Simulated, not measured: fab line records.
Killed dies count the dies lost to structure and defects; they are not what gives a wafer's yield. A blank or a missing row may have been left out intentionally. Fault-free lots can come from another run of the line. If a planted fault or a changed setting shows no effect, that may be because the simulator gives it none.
Chamber matching || flow nand harc || 4 sister chambers for NHARC_A_M1_ETCH_35 on rie diel-02
The step etches the open film in N2/H2, target depth 40 nm, overetch 12 nm, time 43.94 s. 4 wafers are shown with their chamber, then 8 later ones without.

== WAFERS PAIRED WITH THEIR CHAMBERS ==
{"wafer": "L085.6", "chamber": 1, "drypump motor current A (A)": 5.2}
{"wafer": "L091.5", "chamber": 3, "drypump motor current A (A)": 5.1}
{"wafer": "L091.6", "chamber": 2, "drypump motor current A (A)": 6.5}
{"wafer": "L093.1", "chamber": 0, "drypump motor current A (A)": 5.6}

== WAFERS MISSING THEIR CHAMBER ==
{"wafer": "L093.3", "drypump motor current A (A)": 5.1}
{"wafer": "L093.4", "drypump motor current A (A)": 6.5}
{"wafer": "L097.1", "drypump motor current A (A)": 5.7}
{"wafer": "L097.3", "drypump motor current A (A)": 5.2}
{"wafer": "L097.6", "drypump motor current A (A)": 5.1}
{"wafer": "L096.1", "drypump motor current A (A)": 5.1}
{"wafer": "L096.2", "drypump motor current A (A)": 5.1}
{"wafer": "L096.4", "drypump motor current A (A)": 6.5}

== WHICH CHAMBER EACH ONE RAN IN ==
{"wafer": "L093.3", "from the rows above": 3, "in truth": 3}
{"wafer": "L093.4", "from the rows above": 2, "in truth": 2}
{"wafer": "L097.1", "from the rows above": 0, "in truth": 0}
{"wafer": "L097.3", "from the rows above": 1, "in truth": 1}
{"wafer": "L097.6", "from the rows above": 3, "in truth": 3}
{"wafer": "L096.1", "from the rows above": 3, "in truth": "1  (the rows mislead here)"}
{"wafer": "L096.2", "from the rows above": 3, "in truth": 3}
{"wafer": "L096.4", "from the rows above": 2, "in truth": 2}
Correct placement for 7 of the 8. Can't be placed from these rows: 0. 1 placed wrongly.
How it was worked out, from the rows above alone: a wafer's distance from a chamber is the root of the sum, over the readings, of the square of ((its reading less the chamber's mean) divided by the reading's scatter). If the next closest chamber is less than 2 further off than the closest, the wafer can't be placed; otherwise it belongs to the closest. For every chamber, the mean is computed from those of its wafers that are shown. The scatter: with one shown wafer a chamber, the root of the mean of the squares of how far each hidden wafer lies from its nearest shown one.
